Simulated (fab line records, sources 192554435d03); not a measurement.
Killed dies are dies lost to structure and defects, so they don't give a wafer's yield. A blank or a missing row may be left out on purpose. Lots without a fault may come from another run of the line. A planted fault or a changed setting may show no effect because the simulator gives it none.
Chamber matching | flow n5_finfet | N5_BEOL_M0_STRIP_140 on rie_diel-06: 4 sister chambers
The step strips in CF4. 16 wafers are shown with their chamber, then 8 later ones without.

WAFERS WITH THEIR CHAMBER
wafer  | chamber | drypump_motor_current_A (A) | throttle_valve_pct (%) | showerhead_plenum_p_Torr (Torr)
L078.1 | 3       | 6.4                         | 13.57                  | 1.71
L078.2 | 2       | 5.6                         | 13.82                  | 1.70
L078.5 | 3       | 6.4                         | 13.57                  | 1.71
L081.3 | 0       | 5.0                         | 13.81                  | 1.84
L081.5 | 1       | 5.4                         | 13.35                  | 1.80
L081.6 | 3       | 6.4                         | 13.57                  | 1.71
L083.2 | 0       | 5.1                         | 13.82                  | 1.84
L083.3 | 1       | 5.4                         | 13.34                  | 1.80
L083.4 | 1       | 5.4                         | 13.34                  | 1.79
L085.1 | 1       | 5.4                         | 13.35                  | 1.79
L085.2 | 0       | 5.0                         | 13.86                  | 1.84
L085.3 | 2       | 5.6                         | 13.27                  | 1.91
L089.2 | 2       | 5.6                         | 13.30                  | 1.91
L089.5 | 3       | 6.4                         | 13.60                  | 1.70
L089.6 | 2       | 5.7                         | 13.29                  | 1.91
L091.1 | 3       | 6.4                         | 13.62                  | 1.70

SIGNATURES (means of the wafers above)
reading                  | chamber 0 | chamber 1 | chamber 2 | chamber 3 | scatter within a chamber
drypump_motor_current_A  | 5.033     | 5.400     | 5.625     | 6.400     | 0.0344
throttle_valve_pct       | 13.8300   | 13.3450   | 13.4200   | 13.5860   | 0.135
showerhead_plenum_p_Torr | 1.8400    | 1.7950    | 1.8575    | 1.7060    | 0.0527
Rule: a wafer's distance from a chamber is the root of the sum, over the readings, of the square of ((its reading less the chamber's mean) divided by the reading's scatter). The wafer belongs to the nearest chamber; if the next one is less than 2 further off, it can't be placed. The scatter: the root of (the sum of the squares of (reading less its chamber's mean) over the shown wafers, divided by (wafers less chambers)).

WAFERS WITHOUT THEIR CHAMBER
wafer  | drypump_motor_current_A (A) | throttle_valve_pct (%) | showerhead_plenum_p_Torr (Torr)
L091.2 | 5.6                         | 13.32                  | 1.91
L091.6 | 5.1                         | 13.88                  | 1.83
L092.1 | 5.6                         | 13.29                  | 1.91
L092.2 | 5.4                         | 13.41                  | 1.79
L092.4 | 6.4                         | 13.63                  | 1.70
L097.1 | 5.6                         | 13.33                  | 1.91
L097.2 | 5.4                         | 13.41                  | 1.79
L097.5 | 5.6                         | 13.34                  | 1.91

WHICH CHAMBER EACH WENT THROUGH
wafer  | from the rows above | in truth
L091.2 | 2                   | 2
L091.6 | 0                   | 0
L092.1 | 2                   | 2
L092.2 | 1                   | 1
L092.4 | 3                   | 3
L097.1 | 2                   | 2
L097.2 | 1                   | 1
L097.5 | 2                   | 2
Placed correctly: 8 of 8. Can't be placed from these rows: 0. Placed wrongly: 0.
